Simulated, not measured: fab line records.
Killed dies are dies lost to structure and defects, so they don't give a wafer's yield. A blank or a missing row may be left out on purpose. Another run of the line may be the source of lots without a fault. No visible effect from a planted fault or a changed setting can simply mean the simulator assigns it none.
Comparing a struck lot with a sound one + flow nandHarc + 15 out of 1159 route steps
Sound: the wafers L533.2, L533.3, L533.4. Wafers L553.2, L553.3, L553.4 were the ones struck. At the end, the cause is stated.
Order at every step that has rows: each side's tool, ch and its chambers, its first start. Under that, the readings that differ: sound wafers + struck wafers + difference of the means + sigmas: that difference in standard deviations of wafers without a fault.
alike: a reading whose means differ by less than 2 such deviations, as well as words and numbers matching on both sides. not compared: withheld readings; readings where some wafer has no value; bounds like >300 that might hide an equal value; numbers whose values overlap and for which the record gives no deviation.
Wherever a step has rows on one side only, a row that says differs or no value, or a row with sigmas, the two part there. When numbers do not overlap yet have no deviation, they are printed without sigmas and do not part them. A reading missing from all wafers of one side parts the sides only when that side holds two or more wafers.

first, 7 steps without rows for these wafers: NHARC_P_ZERO_WELL_COAT_64 (time 65 s); NHARC_P_ZERO_WELL_COAT_05 (resist thk 600 nm); NHARC_P_ZERO_WELL_SOFTBAKE_06 (time 70 s); NHARC_P_ZERO_WELL_EBR_07; NHARC_P_ZERO_WELL_EXPOSE_08 (exposes mask P ZERO, target cd 500 nm); NHARC_P_ZERO_WELL_PEB_09 (peb time 80 s); NHARC_P_ZERO_WELL_DEVELOP_10 (time 50 s).
NHARC_P_ZERO_WELL_CD_MEAS_11: the cd target is 500 nm.
  sound on cdSem-02 ch 0, day 1 13:16; struck on cdSem-02 ch 0, day 6 13:07
  alike: cdNm
then, 1 step without rows for these wafers: NHARC_P_ZERO_WELL_HARDBAKE_12 (time 65 s).
NHARC_P_ZERO_WELL_DESCUM_13: chemistry O2, time 3 s.
  sound on rieDiel-01 ch 0,1,2, day 1 13:25; struck on rieDiel-01 ch 0,2,3, day 6 13:16
| reading             | sound | struck   | difference | sigmas |
|---------------------|-------|----------|------------|--------|
| rfHoursCounterH (h) | 2 3 3 | 11 10 12 | +8         |        |
  alike: chamberPressureMTorr, drypumpMotorCurrentA, oesProductAu, rfVppV, showerheadPlenumPTorr, throttleValvePct
NHARC_P_ZERO_WELL_ETCH_65: etches the open film in N2/H2, target depth 80 nm, overetch 24 nm, time 87.88 s.
  sound on rieDiel-01 ch 0,1,3, day 1 13:30; struck on rieDiel-01 ch 1,2,3, day 6 13:21
| reading             | sound | struck   | difference | sigmas |
|---------------------|-------|----------|------------|--------|
| rfHoursCounterH (h) | 3 2 3 | 11 10 12 | +8         |        |
  alike: biasW, chamberPressureMTorr, drypumpMotorCurrentA, oesProductAu, rfVppV, showerheadPlenumPTorr, throttleValvePct
NHARC_P_ZERO_WELL_ETCH_62: etches the open film in CHF3/Ar, target depth 13 nm, time 6.5 s.
  sound: rieDiel-01 ch 0,1,2; struck: rieDiel-01 ch 0,1,2
| reading             | sound | struck   | difference | sigmas |
|---------------------|-------|----------|------------|--------|
| rfHoursCounterH (h) | 3 2 3 | 11 11 12 | +9         |        |
  alike: biasW, chamberPressureMTorr, drypumpMotorCurrentA, oesProductAu, rfVppV, showerheadPlenumPTorr, throttleValvePct
NHARC_P_ZERO_WELL_ETCH_63: etches the open film in HBr/Cl2, target depth 120 nm, time 40.1 s.
  sound on rieSi-05 ch 1,2,3, day 1 13:40; struck on rieSi-05 ch 0,1,2, day 6 13:32
  no value came back on the struck wafers for any of 6 readings (biasW (W), chamberPressureMTorr (mTorr) and others); on the sound wafers biasW (W) reads 99.97 100.54 100.04
then, 1 step without rows for these wafers: NHARC_P_ZERO_WELL_STRIP_15 (strips in SPM, time 900 s).
-- break in the record here, with 20 days between the starts of the struck wafers on either side (left off in module P_ZERO_WELL, picked up again in module END, where the first step shown is number 1159 on the route) --
NHARC_END_SORT_01:
  at this point the record logs the struck wafers (prober-02 ch 0, day 26 22:29) and has no rows for the sound ones

## WHERE THEY PART
Earliest at NHARC_P_ZERO_WELL_ETCH_63; latest, in this record, at NHARC_END_SORT_01.

WHY: the cause the simulator had injected
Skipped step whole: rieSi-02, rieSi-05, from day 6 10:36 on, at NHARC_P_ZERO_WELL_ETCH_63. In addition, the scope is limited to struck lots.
